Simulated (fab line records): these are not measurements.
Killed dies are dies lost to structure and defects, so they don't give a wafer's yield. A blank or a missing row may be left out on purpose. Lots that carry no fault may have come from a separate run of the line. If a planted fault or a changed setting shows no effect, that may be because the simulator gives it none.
A lot that was struck, set against a sound lot / flow nandHarc / 15 steps out of a route of 1302
Sound: wafers L301.3, L301.4, L301.5. Wafers L308.1, L308.3, L308.6 were the ones struck. At the end, the cause is stated.
Per side, at each step with rows, come the tool, then ch with its chambers, and then its first start. Under that, the readings that differ: sound wafers / struck wafers / difference of the means / sigmas: that difference in standard deviations of wafers without a fault.
alike: readings whose means differ by less than 2 such deviations, and words and numbers that are the same on both sides. not compared: withheld readings, readings that some wafer has no value for, bounds like >300 that may hide the same value, and numbers for which the record gives no deviation and whose values overlap.
A row with sigmas, a row that says differs or no value, or rows on one side alone: a step with any of these is where the two part. Numbers that have no deviation but don't overlap get no sigmas and don't part them. A reading missing from all wafers of one side parts the sides only when that side holds two or more wafers.

first, 8 steps without rows for these wafers: NHARC_P_M0_HMDS_02 (time 30 s); NHARC_P_M0_COAT_33 (time 65 s); NHARC_P_M0_COAT_03 (resist thk 90 nm); NHARC_P_M0_SOFTBAKE_04 (time 55 s); NHARC_P_M0_EBR_05; NHARC_P_M0_EXPOSE_06 (exposes mask P M0, target cd 90 nm); NHARC_P_M0_PEB_07 (peb time 65 s); NHARC_P_M0_DEVELOP_08 (develop time 35 s).
NHARC_P_M0_CD_MEAS_09: the cd target is 90 nm.
  sound on cdSem-03 ch 0, day 8 12:04; struck on cdSem-02 ch 0, day 12 00:07
  alike: cdNm
NHARC_P_M0_OVL_MEAS_10: pitch 180 nm.
  sound: overlay-02 at day 8 12:09; struck: overlay-01 at day 12 00:12
  alike: overlayXNm, overlayYNm
NHARC_P_M0_INSPECT_11:
  sound: defectInspect-02 at day 8 12:11; struck: defectInspect-02 at day 12 00:14
  alike: rawDefectCount
NHARC_P_M0_DESCUM_14: chemistry O2, time 3 s.
  sound on rieDiel-13 ch 0,2, day 8 12:15; struck on rieDiel-13 ch 0,1,3, day 12 00:19
  alike: chamberPressureMTorr, drypumpMotorCurrentA, o2FlowSccm, oesProductAu, rfVppV, showerheadPlenumPTorr, throttleValvePct
  not compared: rfHoursCounterH
NHARC_P_M0_ETCH_34: etches the open film in N2/H2, target depth 40 nm, overetch 12 nm, time 43.94 s.
  sound on rieDiel-13 ch 1,3, day 8 12:20; struck on rieDiel-13 ch 1,2,3, day 12 00:24
  no value came back on the struck wafers for any of 7 readings (biasW (W), chamberPressureMTorr (mTorr) and others); on the sound wafers biasW (W) reads 150.0 149.8 149.3
  not compared: rfHoursCounterH
NHARC_P_M0_ETCH_15: etches the open film in C4F8/Ar, target depth 150 nm, overetch 15 nm, time 82.5 s.
  sound on rieDiel-13 ch 0,1,3; struck on rieDiel-13 ch 0,1,3, day 12 00:29
  alike: biasW, chamberPressureMTorr, oesProductAu, rfVppV
  not compared: rfHoursCounterH
-- break in the record here, with 19 days between the starts of the struck wafers on either side (left off in module P_M0, picked up again in module END, where the first step shown is number 1302 on the route) --
NHARC_END_SORT_01:
  sound on prober-02 ch 0, day 26 04:02; struck on prober-02 ch 0, day 30 12:40
reading=hold; sound=- - -; struck=awaitDispo/2.3h/scrap awaitDispo/2.3h/scrap awaitDispo/2.3h/scrap; difference=no value on the sound wafers; sigmas=
reading=defectLimitedYield (%); sound=87.6 86.3 91.6; struck=0 0 0; difference=-88; sigmas=-37
reading=killedAtPeriphery; sound=6 4 0; struck=625 623 621; difference=+620; sigmas=+99 or more
reading=killedDies; sound=84 93 57; struck=677 677 677; difference=+599; sigmas=+37
reading=sort_bin_2_pct (%); sound=4.9 4.7 3.2; struck=94.7 93.5 94.7; difference=+90.0; sigmas=+82
reading=sortNPass; sound=593 584 620; struck=0 0 0; difference=-599; sigmas=-37
reading=sortRimYieldPct (%); sound=98 93 98; struck=0 0 0; difference=-96; sigmas=-16
reading=sortYieldPct (%); sound=87.6 86.3 91.6; struck=0 0 0; difference=-88; sigmas=-37
  alike: killedAtArray, killedAtOther, killedOpen, killedShort, sort_bin_3_pct, sort_bin_4_pct

## WHERE THEY PART
Last at NHARC_END_SORT_01 as far as this record goes, first at NHARC_P_M0_ETCH_34.

WHY: what the simulator had put in
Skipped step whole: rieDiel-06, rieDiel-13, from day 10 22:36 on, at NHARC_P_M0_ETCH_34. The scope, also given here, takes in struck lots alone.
